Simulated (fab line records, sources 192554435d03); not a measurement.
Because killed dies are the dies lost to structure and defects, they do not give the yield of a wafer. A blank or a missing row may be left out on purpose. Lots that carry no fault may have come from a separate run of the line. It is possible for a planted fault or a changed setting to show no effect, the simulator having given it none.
fab line records + flow n5-finfet
record
- lots=9
- wafers=26
- last-day=16
route steps=1938 shown BEOL_M4@1044
lots with no fault: from the same line, run without faults
start-h: the number of hours between the record's first day and the start of the first shown wafer of the lot + wait-h: hours since the lot's step before + " as in the row above + L1.1+2: a single row standing in for several wafers + - no value, or no start was given + * or withheld: withheld + < > ~ a bound
route shown NAME@n: NAME is a module with steps in the file, n the number in the route of the first one + usual: mean and standard deviation over wafers with no fault + same: alike in all rows + chamber/n: place in a boat + sites: per-site readings + _std_site: standard deviation across them + _edge_site: inner sites' mean taken away from outer sites' mean + radius-mm: for every site, how far away it sits from the centre of the wafer + mask NAME#n: copy n + behind: the last tool/chamber to shape the wafer + hold: reason for holding the lot/hours on hold/outcome of the hold + device: transistor that didn't switch, given as n, p or np + end of line: tests run on the same wafers once the route is complete + step lacking rows: just its recipe + killed: count of dies lost to structure and defects at first sort (not the wafer's yield) + map: the dies of a wafer, with x for killed, . for not killed, _ for no die there
set.NAME: the setting the step ran with; set.NAME@STEP: the setting that earlier step ran with + model.NAME: the simulator's own value behind a step, which no gauge read
steps of the route over a sample of lots; a table a step, a row a wafer
services: from which hour (start-h, from the record's first day; less than 0 if before it) a tool's chamber was out of use, for how many hours, and why
## steps
# step N5_BEOL_M4_HM_OPEN_17
# recipe
- chemistry=Cl2/BCl3
- target-depth-a=200
- overetch-a=60
- target=TiN
- mask-material=SOC
- ion-energy-ev=150
- pressure-mtorr=10
- icp-w=1000
- bias-w=126
- Cl2_flow_sccm=53.25
- bcl3-flow-sccm=21.75
- Ar_flow_sccm=25
# usual
- chamber-pressure-mTorr=9.998/0.0089
- drypump-motor-current-A=6.0/0.46
- oes-product-au=0.69/0.037
- throttle-valve-pct=22.12/0.18
| lot.wafer | tool         | chamber | start-h | wait-h | chamber-pressure-mTorr | drypump-motor-current-A | oes-product-au | rf-hours-counter-h | throttle-valve-pct |
|-----------|--------------|---------|---------|--------|------------------------|-------------------------|----------------|--------------------|--------------------|
| L335.3    | rie-metal-03 | 1       | 155.45  | 0.1    | 9.987                  | 6.1                     | 0.79           | -                  | 22.50              |
| L335.5    | "            | 0       | "       | "      | 10.002                 | 6.5                     | 0.72           | -                  | 22.05              |
| L335.6    | "            | 1       | "       | "      | 9.995                  | 6.2                     | 0.79           | -                  | 22.49              |
| L336.3    | rie-metal-01 | 0       | 155.69  | 0.1    | 10.009                 | 5.8                     | 0.69           | -                  | 22.05              |
| L336.4    | "            | 1       | "       | "      | 10.010                 | 5.8                     | 0.68           | -                  | 22.14              |
| L336.6    | "            | 1       | "       | "      | 9.992                  | 5.8                     | 0.69           | -                  | 22.11              |
| L339.1    | rie-metal-03 | 0       | 186.04  | 0.0    | 9.992                  | 6.5                     | 0.70           | 22                 | 22.06              |
| L339.3    | "            | 0       | "       | "      | 9.988                  | 6.4                     | 0.70           | -                  | 22.07              |
| L339.6    | "            | 0       | "       | "      | 10.009                 | 6.5                     | 0.71           | -                  | 22.05              |
| L341.1    | rie-metal-02 | 0       | 188.82  | 0.0    | 9.990                  | 6.3                     | 0.66           | 41                 | 21.90              |
| L341.2    | "            | 1       | "       | "      | 10.002                 | 5.2                     | 0.71           | 26                 | 22.13              |
| L341.4    | "            | 0       | "       | "      | 9.994                  | 6.4                     | 0.65           | -                  | 21.89              |
| L344.3    | rie-metal-03 | 0       | 211.66  | 0.1    | 9.997                  | 6.5                     | 0.70           | -                  | 22.07              |
| L344.4    | "            | 1       | "       | "      | 10.013                 | 6.2                     | 0.76           | -                  | 22.50              |
| L346.2    | rie-metal-01 | 0       | 230.69  | 0.0    | 9.981                  | 5.8                     | 0.67           | 46                 | 22.06              |
| L346.4    | "            | 0       | "       | "      | 9.995                  | 5.8                     | 0.67           | -                  | 22.07              |
| L346.5    | "            | 0       | "       | "      | 9.986                  | 5.8                     | 0.67           | -                  | 22.07              |
| L351.2    | rie-metal-02 | 1       | 251.44  | 0.0    | 9.999                  | 5.2                     | 0.69           | 33                 | 22.14              |
| L351.5    | "            | 0       | "       | "      | 10.007                 | 6.3                     | 0.65           | -                  | 21.91              |
| L351.6    | "            | 1       | "       | "      | 9.994                  | 5.2                     | 0.70           | -                  | 22.13              |
| L354.2    | rie-metal-02 | 0       | 270.58  | 0.0    | 10.005                 | 6.4                     | 0.65           | 49                 | 21.90              |
| L354.4    | "            | 0       | "       | "      | 9.996                  | 6.4                     | 0.64           | -                  | 21.92              |
| L354.5    | "            | 1       | "       | "      | 9.992                  | 5.2                     | 0.70           | -                  | 22.12              |
| L357.2    | rie-metal-01 | 0       | 289.11  | 0.0    | 10.010                 | 5.8                     | 0.66           | 52                 | 22.09              |
| L357.4    | "            | 1       | "       | "      | 10.012                 | 5.8                     | 0.65           | -                  | 22.15              |
| L357.5    | "            | 0       | "       | "      | 10.025                 | 5.8                     | 0.65           | -                  | 22.10              |
# step N5_BEOL_M4_OVL_MEAS_29
# recipe
- points-per-wafer=522
# usual
- V3_OVL=0.0/0.6
| lot.wafer | tool       | chamber | start-h | wait-h | V3_OVL[nm] |
|-----------|------------|---------|---------|--------|------------|
| L335.3    | overlay-02 | 0       | 156.14  | 0.0    | 0.4        |
| L335.5    | "          | 0       | "       | "      | 0.8        |
| L335.6    | "          | 0       | "       | "      | -0.2       |
| L336.3    | overlay-01 | 0       | 156.39  | 0.0    | -1.2       |
| L336.4    | "          | 0       | "       | "      | -0.8       |
| L336.6    | "          | 0       | "       | "      | -0.6       |
| L339.1    | overlay-02 | 0       | 186.66  | 0.0    | 0.0        |
| L339.3    | "          | 0       | "       | "      | -0.8       |
| L339.6    | "          | 0       | "       | "      | 0.2        |
| L341.1    | overlay-01 | 0       | 189.37  | 0.0    | -0.2       |
| L341.2    | "          | 0       | "       | "      | -0.4       |
| L341.4    | "          | 0       | "       | "      | -0.1       |
| L344.3    | overlay-01 | 0       | 212.18  | 0.0    | 1.0        |
| L344.4    | "          | 0       | "       | "      | -0.4       |
| L346.2    | overlay-01 | 0       | 231.52  | 0.0    | 0.5        |
| L346.4    | "          | 0       | "       | "      | 0.1        |
| L346.5    | "          | 0       | "       | "      | 0.0        |
| L351.2    | overlay-02 | 0       | 252.11  | 0.0    | -0.2       |
| L351.5    | "          | 0       | "       | "      | -1.0       |
| L351.6    | "          | 0       | "       | "      | 0.1        |
| L354.2    | overlay-01 | 0       | 271.12  | 0.0    | 0.5        |
| L354.4    | "          | 0       | "       | "      | 0.0        |
| L354.5    | "          | 0       | "       | "      | -0.6       |
| L357.2    | overlay-02 | 0       | 289.65  | 0.0    | -0.2       |
| L357.4    | "          | 0       | "       | "      | 0.5        |
| L357.5    | "          | 0       | "       | "      | 0.1        |
# step N5_BEOL_M4_ALD_98
# recipe
- material=SiO2
- target-thk-a=25
- temp-c=100
- ald-precursor-family=BDEAS
- ald-co-reactant=O2-plasma
- pulse-time-s=1
- co-reactant-pulse-time-s=1
- purge-time-s=2
- co-reactant-purge-time-s=2
- ald-cycles=17
- pressure-torr=2
# usual
- ald-cycles=17/0
- heater-power-w=76/8.1
- precursor-pulse-height-rel=0.998/0.019
- susceptor-temp-C=100.00/0.14
# same
- pulse-time-s=1
- purge-time-s=2
| lot.wafer | tool       | chamber | start-h | wait-h | ald-cycles | heater-power-w | precursor-pulse-height-rel | susceptor-temp-C |
|-----------|------------|---------|---------|--------|------------|----------------|----------------------------|------------------|
| L335.3    | ald-sin-04 | 1       | 157.00  | 0.7    | 17         | 78             | 1.035                      | 99.84            |
| L335.5    | "          | 0       | "       | "      | 17         | 71             | 0.973                      | 99.94            |
| L335.6    | "          | 3       | "       | "      | 17         | 71             | 1.010                      | 100.05           |
| L336.3    | ald-sin-04 | 1       | 157.10  | 0.5    | 17         | 78             | 0.965                      | 100.09           |
| L336.4    | "          | 0       | "       | "      | 17         | 75             | 1.007                      | 100.03           |
| L336.6    | "          | 3       | "       | "      | 17         | 72             | 0.996                      | 100.27           |
| L339.1    | ald-sin-04 | 3       | 187.21  | 0.4    | 13         | 72             | 0.994                      | -                |
| L339.3    | "          | 2       | "       | "      | 13         | 94             | 1.032                      | -                |
| L339.6    | "          | 0       | "       | "      | 13         | 74             | 0.980                      | -                |
| L341.1    | ald-sin-04 | 2       | 189.79  | 0.2    | 13         | 97             | 0.995                      | -                |
| L341.2    | "          | 3       | "       | "      | 13         | 72             | 0.992                      | -                |
| L341.4    | "          | 3       | "       | "      | 13         | 72             | 1.001                      | -                |
| L344.3    | ald-sin-01 | 3       | 212.39  | 0.1    | 17         | 83             | 1.020                      | 100.28           |
| L344.4    | "          | 0       | "       | "      | 17         | 71             | 1.043                      | 99.71            |
| L346.2    | ald-sin-01 | 3       | 231.74  | 0.1    | 17         | 78             | 1.009                      | 99.90            |
| L346.4    | "          | 2       | "       | "      | 17         | 73             | 0.992                      | 100.00           |
| L346.5    | "          | 2       | "       | "      | 17         | 73             | 1.004                      | 100.17           |
| L351.2    | ald-sin-03 | 0       | 252.56  | 0.1    | 17         | 77             | 1.009                      | 99.97            |
| L351.5    | "          | 2       | "       | "      | 17         | 66             | 0.978                      | 99.90            |
| L351.6    | "          | 3       | "       | "      | 17         | 82             | 0.983                      | 100.02           |
| L354.2    | ald-sin-01 | 0       | 271.34  | 0.1    | 17         | 73             | 1.022                      | 99.93            |
| L354.4    | "          | 2       | "       | "      | 17         | 71             | 0.980                      | 100.06           |
| L354.5    | "          | 2       | "       | "      | 17         | 71             | 0.993                      | 100.00           |
| L357.2    | ald-sin-03 | 1       | 289.87  | 0.1    | 17         | 68             | 0.984                      | 99.78            |
| L357.4    | "          | 3       | "       | "      | 17         | 80             | 0.992                      | 100.16           |
| L357.5    | "          | 1       | "       | "      | 17         | 68             | 0.999                      | 99.90            |
# step N5_BEOL_M4_ETCH_70
# recipe
- chemistry=N2/H2
- target=SOC
- target-depth-a=800
- overetch-a=240
- mask-material=SiARC
- temp-c=40
- time-s=130
- ion-energy-ev=200
- pressure-mtorr=30
- source-w=840
- bias-w=150
- n2-flow-sccm=200
- h2-flow-sccm=200
# usual
- chamber-pressure-mTorr=30.000/0.03
- drypump-motor-current-A=5.9/0.5
- n2-flow-sccm=200.0/0.59
- oes-product-au=0.57/0.049
- rf-vpp-V=524.7/1.8
- showerhead-plenum-p-Torr=2.57/0.064
- throttle-valve-pct=17.93/0.25
| lot.wafer | tool        | chamber | start-h | wait-h | chamber-pressure-mTorr | drypump-motor-current-A | n2-flow-sccm | oes-product-au | rf-hours-counter-h | rf-vpp-V | showerhead-plenum-p-Torr | throttle-valve-pct |
|-----------|-------------|---------|---------|--------|------------------------|-------------------------|--------------|----------------|--------------------|----------|--------------------------|--------------------|
| L335.3    | rie-diel-06 | 2       | 161.14  | 0.0    | 30.042                 | 5.5                     | 199.8        | 0.58           | 108                | 524.7    | 2.57                     | 17.75              |
| L335.5    | "           | 3       | "       | "      | 30.002                 | 5.7                     | 199.3        | 0.62           | -                  | 524.6    | 2.56                     | 17.89              |
| L335.6    | "           | 2       | "       | "      | 30.034                 | 5.5                     | 200.5        | 0.57           | -                  | 524.0    | 2.57                     | 17.73              |
| L336.3    | rie-diel-06 | 0       | 161.51  | 0.0    | 30.000                 | 6.4                     | 201.0        | 0.52           | 193                | 523.2    | 2.52                     | 18.22              |
| L336.4    | "           | 2       | "       | "      | 29.992                 | 5.5                     | 199.3        | 0.57           | -                  | 523.6    | 2.57                     | 17.74              |
| L336.6    | "           | 0       | "       | "      | 30.065                 | 6.4                     | 201.0        | 0.53           | -                  | 524.3    | 2.52                     | 18.22              |
| L339.1    | rie-diel-05 | 1       | 187.46  | 0.0    | 30.000                 | 6.2                     | 200.4        | 0.61           | 88                 | 523.4    | 2.56                     | 17.94              |
| L339.3    | "           | 3       | "       | "      | 29.998                 | 5.5                     | 201.1        | 0.59           | 95                 | 528.5    | 2.66                     | 17.57              |
| L339.6    | "           | 0       | "       | "      | 29.936                 | 5.5                     | 200.1        | 0.57           | -                  | 524.3    | 2.54                     | 17.89              |
| L341.1    | rie-diel-02 | 1       | 191.70  | 0.0    | 30.001                 | 6.3                     | 199.9        | 0.52           | 226                | 523.9    | 2.52                     | 17.72              |
| L341.2    | "           | 2       | "       | "      | 30.006                 | 5.1                     | 199.0        | 0.53           | 192                | 522.7    | 2.52                     | 18.14              |
| L341.4    | "           | 0       | "       | "      | 29.998                 | 6.5                     | 199.1        | 0.63           | 58                 | 527.5    | 2.71                     | 17.95              |
| L344.3    | rie-diel-05 | 3       | 217.86  | 0.0    | 30.004                 | 5.5                     | 199.4        | 0.59           | 106                | 528.2    | 2.66                     | 17.61              |
| L344.4    | "           | 1       | "       | "      | 30.013                 | 6.2                     | 199.6        | 0.60           | 99                 | 525.4    | 2.56                     | 17.97              |
| L346.2    | rie-diel-06 | 1       | 232.17  | 0.0    | 29.948                 | 5.7                     | 200.7        | 0.50           | 226                | 525.9    | 2.61                     | 17.84              |
| L346.4    | "           | 3       | "       | "      | 30.008                 | 5.7                     | 200.1        | 0.59           | 106                | 524.3    | 2.55                     | 17.93              |
| L346.5    | "           | 3       | "       | "      | 29.985                 | 5.7                     | 199.2        | 0.60           | -                  | 523.4    | 2.55                     | 17.94              |
| L351.2    | rie-diel-06 | 0       | 253.40  | 0.0    | 29.955                 | 6.4                     | 199.8        | 0.51           | 231                | 522.8    | 2.50                     | 18.30              |
| L351.5    | "           | 1       | "       | "      | 30.007                 | 5.7                     | 200.0        | 0.50           | -                  | 527.1    | 2.61                     | 17.85              |
| L351.6    | "           | 2       | "       | "      | 29.966                 | 5.5                     | 199.5        | 0.55           | -                  | 524.5    | 2.55                     | 17.82              |
| L354.2    | rie-diel-02 | 2       | 275.54  | 0.0    | 29.990                 | 5.1                     | 199.5        | 0.52           | 218                | 522.5    | 2.51                     | 18.17              |
| L354.4    | "           | 0       | "       | "      | 30.000                 | 6.6                     | 200.5        | 0.59           | 92                 | 527.6    | 2.69                     | 18.01              |
| L354.5    | "           | 3       | "       | "      | 29.968                 | 5.9                     | 200.2        | 0.54           | -                  | 525.1    | 2.54                     | 18.23              |
| L357.2    | rie-diel-02 | 0       | 295.38  | 0.0    | 30.029                 | 6.5                     | 199.2        | 0.59           | 100                | 527.0    | 2.69                     | 18.03              |
| L357.4    | "           | 1       | "       | "      | 30.010                 | 6.3                     | 200.3        | 0.70           | 10                 | 522.0    | 2.51                     | 17.28              |
| L357.5    | "           | 2       | "       | "      | 30.002                 | 5.1                     | 199.6        | 0.51           | -                  | 524.5    | 2.50                     | 18.18              |
# step N5_BEOL_M4_RC_MEAS_101
# usual
- DIBL_N=35.9/1.6
- DIBL_P=35.6/2.1
- IOFF_N=0.149/0.029
- IOFF_P=0.20/0.033
- ION_N=671/11
- ION_P=460/7.3
- SS_N=71.4/0.62
- SS_P=73.2/0.65
- VT_N=251/3.1
- VT_P=-251/3.4
| lot.wafer | tool      | chamber | start-h | wait-h | DIBL_N[mV/V] | DIBL_P[mV/V] | IOFF_N[nA/um] | IOFF_P[nA/um] | ION_N[uA/um] | ION_P[uA/um] | SS_N[mV/dec] | SS_P[mV/dec] | VT_N[mV] | VT_P[mV] |
|-----------|-----------|---------|---------|--------|--------------|--------------|---------------|---------------|--------------|--------------|--------------|--------------|----------|----------|
| L335.3    | prober-02 | 0       | 165.61  | 0.3    | 35.4         | 33.8         | 0.133         | 0.15          | 662          | 445          | 70.8         | 72.5         | 251      | -258     |
| L335.5    | "         | 0       | "       | "      | 34.5         | 34.4         | 0.124         | 0.15          | 656          | 451          | 70.5         | 72.7         | 254      | -256     |
| L335.6    | "         | 0       | "       | "      | 34.0         | 34.4         | 0.116         | 0.16          | 655          | 453          | 69.8         | 72.6         | 254      | -257     |
| L336.3    | prober-01 | 0       | 166.34  | 0.3    | 36.1         | 35.7         | 0.154         | 0.20          | 668          | 459          | 71.1         | 73.1         | 253      | -249     |
| L336.4    | "         | 0       | "       | "      | 36.0         | 36.3         | 0.150         | 0.22          | 666          | 460          | 71.1         | 73.1         | 252      | -248     |
| L336.6    | "         | 0       | "       | "      | 34.9         | 33.9         | 0.130         | 0.18          | 672          | 459          | 70.7         | 73.0         | 253      | -252     |
| L339.1    | prober-02 | 0       | 192.97  | 0.0    | 34.9         | 35.5         | 0.133         | 0.19          | 665          | 451          | 71.9         | 72.9         | 252      | -251     |
| L339.3    | "         | 0       | "       | "      | 32.3         | 33.0         | 0.114         | 0.16          | 669          | 456          | 70.5         | 73.0         | 254      | -253     |
| L339.6    | "         | 0       | "       | "      | 33.7         | 34.1         | 0.122         | 0.18          | 667          | 464          | 70.7         | 72.4         | 252      | -254     |
| L341.1    | prober-02 | 0       | 196.43  | 0.0    | 36.4         | 36.1         | 0.144         | 0.17          | 659          | 444          | 72.3         | 72.7         | 252      | -258     |
| L341.2    | "         | 0       | "       | "      | 35.6         | 37.0         | 0.144         | 0.18          | 665          | 452          | 71.3         | 72.4         | 250      | -254     |
| L341.4    | "         | 0       | "       | "      | 36.7         | 38.0         | 0.158         | 0.20          | 668          | 459          | 71.3         | 73.1         | 251      | -252     |
| L344.3    | prober-01 | 0       | 222.92  | 0.3    | 32.7         | 32.2         | 0.106         | 0.16          | 651          | 456          | 70.9         | 72.7         | 256      | -254     |
| L344.4    | "         | 0       | "       | "      | 35.6         | 35.6         | 0.159         | 0.21          | 677          | 472          | 70.7         | 73.2         | 247      | -247     |
| L346.2    | prober-01 | 0       | 236.49  | 0.2    | 37.3         | 35.7         | 0.166         | 0.25          | 657          | 460          | 72.1         | 73.9         | 250      | -248     |
| L346.4    | "         | 0       | "       | "      | 34.3         | 32.8         | 0.124         | 0.20          | 670          | 469          | 70.5         | 72.4         | 252      | -249     |
| L346.5    | "         | 0       | "       | "      | 36.1         | 35.5         | 0.151         | 0.24          | 660          | 459          | 71.3         | 73.4         | 250      | -249     |
| L351.2    | prober-02 | 0       | 257.76  | 0.2    | 36.0         | 33.6         | 0.126         | 0.16          | 662          | 457          | 71.7         | 72.8         | 252      | -255     |
| L351.5    | "         | 0       | "       | "      | 37.8         | 36.3         | 0.148         | 0.20          | 673          | 454          | 71.1         | 73.7         | 251      | -251     |
| L351.6    | "         | 0       | "       | "      | 35.8         | 34.2         | 0.125         | 0.17          | 663          | 459          | 71.1         | 73.1         | 254      | -252     |
| L354.2    | prober-02 | 0       | 281.01  | 0.2    | 35.2         | 34.6         | 0.132         | 0.20          | 664          | 459          | 71.1         | 73.1         | 252      | -249     |
| L354.4    | "         | 0       | "       | "      | 34.2         | 32.9         | 0.123         | 0.18          | 653          | 455          | 71.3         | 72.2         | 254      | -251     |
| L354.5    | "         | 0       | "       | "      | 35.3         | 34.5         | 0.137         | 0.19          | 656          | 454          | 71.7         | 72.8         | 253      | -250     |
| L357.2    | prober-02 | 0       | 300.61  | 0.2    | 36.8         | 35.2         | 0.157         | 0.21          | 681          | 468          | 70.7         | 73.0         | 253      | -250     |
| L357.4    | "         | 0       | "       | "      | 38.7         | 38.1         | 0.199         | 0.26          | 683          | 467          | 71.9         | 73.8         | 245      | -244     |
| L357.5    | "         | 0       | "       | "      | 39.1         | 38.4         | 0.213         | 0.27          | 697          | 475          | 72.5         | 74.2         | 244      | -248     |
## services
| tool         | chamber | start-h | hours | kind                          |
|--------------|---------|---------|-------|-------------------------------|
| ald-sin-01   | -       | 134.08  | 0.8   | pm                            |
| rie-metal-02 | -       | 141.53  | 14.6  | pm                            |
| rie-diel-02  | -       | 156.72  | 16.8  | repair                        |
| rie-diel-06  | 1       | 161.09  | 4.9   | repair                        |
| rie-diel-05  | 2       | 164.28  | 5.6   | repair                        |
| rie-metal-03 | 1       | 181.20  | 12.1  | repair                        |
| rie-diel-06  | 3       | 211.16  | 15.1  | repair                        |
| rie-diel-02  | 2       | 226.34  | 13.2  | repair                        |
| ald-sin-01   | 3       | 232.49  | 1.4   | repair                        |
| rie-diel-06  | 1       | 233.21  | 4.6   | repair                        |
| rie-diel-06  | -       | 242.52  | 0.3   | repair                        |
| rie-metal-03 | -       | 249.95  | 2.8   | pm                            |
| rie-diel-02  | 1       | 251.75  | -     | clean                         |
| rie-diel-02  | 1       | 251.75  | -     | consumable-replace:focus-ring |
| rie-diel-02  | 1       | 251.75  | 19.5  | scheduled-down                |
| rie-diel-02  | 1       | 251.75  | 19.5  | vent-cycle                    |
| ald-sin-03   | -       | 268.25  | 14.0  | pm                            |
| ald-sin-03   | 0       | 268.25  | 14.0  | vent-cycle                    |
| ald-sin-03   | 1       | 268.25  | 14.0  | vent-cycle                    |
| ald-sin-03   | 2       | 268.25  | 14.0  | vent-cycle                    |
| ald-sin-03   | 3       | 268.25  | 14.0  | vent-cycle                    |
| ald-sin-03   | 0       | 282.25  | -     | clean                         |
| rie-diel-06  | 0       | 289.58  | 6.3   | repair                        |
| rie-metal-02 | -       | 293.03  | 1.4   | pm                            |
## key
first-sign
- step=N5_BEOL_M4_ALD_98
- reading=ald-cycles
- direction=down
- sigmas=99+
- usual=*
- struck=*
effect none on later readings
met-at N5_BEOL_M4_ALD_98
struck-lots L339,L341
not-acting-at N5_BEOL_M4_HM_OPEN_17,N5_BEOL_M4_OVL_MEAS_29,N5_BEOL_M4_ETCH_70
onset-between 157.10 187.21
fault
- kind=process-parameter-drift
- tool=ald-sin-04
- chamber=-
- onset-h=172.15
- steps=N5_BEOL_M4_ALD_98
- channel=ald-cycles
- offset=*
- shape=step
- acts-in=*
- stated=*
